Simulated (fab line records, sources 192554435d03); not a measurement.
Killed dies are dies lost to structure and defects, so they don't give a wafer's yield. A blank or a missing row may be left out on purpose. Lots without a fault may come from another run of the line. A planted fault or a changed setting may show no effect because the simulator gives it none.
Which tool did it? | flow n5_finfet | 11 lots, 33 wafers sampled, at 4 steps of a route of 1938

WHAT THE GAUGES READ, wafer by wafer
N5_FIN_CUT_CD_MEAS_08: target cd 29.1 nm.
lot  | measured    | on        | cd_nm (nm)
L076 | day 2 15:22 | cd_sem-03 | 29.27 29.05 28.67
L078 | day 3 04:37 | cd_sem-03 | 29.01 28.63 29.31
L080 | day 3 16:53 | cd_sem-01 | 28.96 29.81 28.86
L082 | day 4 03:49 | cd_sem-01 | 29.16 29.24 29.87
L084 | day 4 17:07 | cd_sem-02 | 29.21 28.86 28.74
L086 | day 5 05:42 | cd_sem-02 | 29.01 29.09 29.11
L088 | day 5 15:06 | cd_sem-01 | 29.64 29.06 29.38
L090 | day 6 02:56 | cd_sem-01 | 29.31 29.51 29.41
L092 | day 6 15:38 | cd_sem-02 | 29.00 29.26 29.20
L094 | day 7 03:20 | cd_sem-03 | 29.18 28.98 29.15
L097 | day 8 00:08 | cd_sem-02 | 28.97 29.22 29.18

WHICH TOOL RAN EACH LOT (tool, then ch and the chambers of the sampled wafers, then the start)
lot  | N5_FIN_SAQP_MANDREL_ETCH_22     | N5_FIN_SAQP_STRIP_55              | N5_FIN_SAQP_ETCH_64
L076 | rie_si-01 ch 0,1,3, day 2 11:12 | rie_diel-01 ch 0,3, day 2 11:18   | rie_si-06 ch 1,2,3, day 2 14:47
L078 | rie_si-01 ch 2,3, day 3 00:10   | rie_diel-06 ch 0,2,3, day 3 00:20 | rie_si-05 ch 0,1,3, day 3 04:03
L080 | rie_si-01 ch 1,2, day 3 12:06   | rie_diel-01 ch 0,1, day 3 12:12   | rie_si-05 ch 0,3, day 3 16:19
L082 | rie_si-01 ch 0,2,3, day 3 23:37 | rie_diel-05 ch 1,2, day 3 23:43   | rie_si-06 ch 2,3, day 4 03:12
L084 | rie_si-01 ch 0,1, day 4 11:23   | rie_diel-01 ch 1,2, day 4 11:29   | rie_si-06 ch 0,2, day 4 16:32
L086 | rie_si-01 ch 0,2,3, day 5 00:32 | rie_diel-01 ch 0,1,3, day 5 00:38 | rie_si-01 ch 1,3, day 5 05:07
L088 | rie_si-01 ch 0,3, day 5 10:49   | rie_diel-06 ch 1,2,3, day 5 10:55 | rie_si-05 ch 0,2,3, day 5 14:32
L090 | rie_si-01 ch 1,2,3, day 5 22:19 | rie_diel-05 ch 0,2, day 5 22:25   | rie_si-05 ch 1,2,3, day 6 02:13
L092 | rie_si-06 ch 1,2,3, day 6 11:04 | rie_diel-05 ch 0,1,2, day 6 11:16 | rie_si-05 ch 0,2, day 6 15:04
L094 | rie_si-01 ch 0,1, day 6 22:20   | rie_diel-06 ch 0,3, day 6 22:26   | rie_si-01 ch 2,3, day 7 02:38
L097 | rie_si-01 ch 1,2,3, day 7 17:50 | rie_diel-01 ch 0,3, day 7 17:56   | rie_si-01 ch 1,3, day 7 23:34
- N5_FIN_SAQP_MANDREL_ETCH_22: etches a-Si in HBr/Cl2, stops on SiNx, target depth 60 nm, bt time 10 s, time 30 s.
- N5_FIN_SAQP_STRIP_55: strips in N2/H2.
- N5_FIN_SAQP_ETCH_64: etches SiO2 in CF4, target depth 1.5 nm.

THE ANSWER, worked out from the rows above alone
Rule: what is usual is taken from the lots themselves. Put in order of their means at a reading, lots are off if they are a third of the lots or fewer, leave a main group of 4 or more, and stand apart from it by a gap of 3 or more times the standard deviation of the main group's means; of several such gaps the widest counts. A main group whose means are all the same, to the digits that the tables above print for the reading, isn't used. A lot without any number at a reading at which 4 lots or more have one is off too. The other lots that the step has rows for count as sound.
No lot is off at any reading shown: from this, nothing can be told.

WHAT THE SIMULATOR HAD PUT IN
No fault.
